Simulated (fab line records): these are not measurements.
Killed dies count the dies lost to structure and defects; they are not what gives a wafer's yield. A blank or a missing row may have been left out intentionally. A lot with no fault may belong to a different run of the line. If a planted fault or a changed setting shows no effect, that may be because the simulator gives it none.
Chamber matching -- flow n5_finfet -- N5_BEOL_M5_CURE_80 on uv_cure-02 has 3 sister chambers
The step cures SiCOH lowk, time 120 s. 22 wafers are shown with their chamber, then 11 later ones without.

== WAFERS, EACH WITH ITS CHAMBER ==
wafer,chamber,wafer_temp_C_max,lamp_power_pct (%)
L074.2,0,371.1,52.27
L074.4,0,371.8,52.31
L074.6,0,371.1,52.32
L076.3,1,372.4,52.37
L076.5,1,373.1,52.33
L076.6,1,372.4,52.26
L078.1,0,370.9,52.31
L078.3,0,370.9,52.32
L078.4,0,370.5,52.43
L084.1,1,372.0,52.27
L084.2,1,371.8,52.47
L084.6,1,372.3,52.30
L084.3,1,372.0,52.29
L084.4,1,372.4,52.27
L084.5,1,372.0,52.30
L087.1,1,372.3,52.33
L087.3,1,371.9,52.27
L087.6,1,372.5,52.25
L091.3,2,370.6,52.28
L091.5,2,371.5,52.28
L091.6,2,370.9,52.31
L094.1,2,370.9,52.29

SIGNATURES (averages over the wafers above)
reading,chamber 0,chamber 1,chamber 2,scatter within a chamber
wafer_temp_C_max,371.050,372.258,370.975,0.378
lamp_power_pct,52.3267,52.3092,52.2900,0.0546
Rule: for each reading, subtract the chamber's mean from the wafer's reading, divide by that reading's scatter and square the result; add these up over the readings and take the root, which gives the wafer's distance from the chamber. If the next closest chamber is less than 2 further off than the closest, the wafer can't be placed; otherwise it belongs to the closest. How the scatter is found: for the shown wafers, subtract from each reading the mean of its chamber, square and add these, divide the total by (wafers less chambers), then take the root.

== WAFERS MISSING THEIR CHAMBER ==
wafer,wafer_temp_C_max,lamp_power_pct (%)
L094.5,370.9,52.41
L094.6,371.3,52.27
L094.2,370.9,52.39
L094.3,371.0,52.28
L094.4,371.0,52.35
L092.2,370.7,52.33
L092.3,371.1,52.25
L092.6,371.2,52.28
L095.1,370.9,52.34
L095.4,371.1,52.33
L095.5,371.5,52.33

== EACH ONE'S CHAMBER ==
wafer,from the rows above,in truth
L094.5,can't be placed: 0 or 2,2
L094.6,can't be placed: 2 or 0 or 1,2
L094.2,can't be placed: 0 or 2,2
L094.3,can't be placed: 2 or 0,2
L094.4,can't be placed: 0 or 2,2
L092.2,can't be placed: 0 or 2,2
L092.3,can't be placed: 2 or 0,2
L092.6,can't be placed: 2 or 0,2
L095.1,can't be placed: 0 or 2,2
L095.4,can't be placed: 0 or 2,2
L095.5,can't be placed: 0 or 2 or 1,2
0 of 11 placed correctly. From these rows, 11 cannot be placed; in 11 the true chamber is one of the candidates. Placed wrongly: 0.
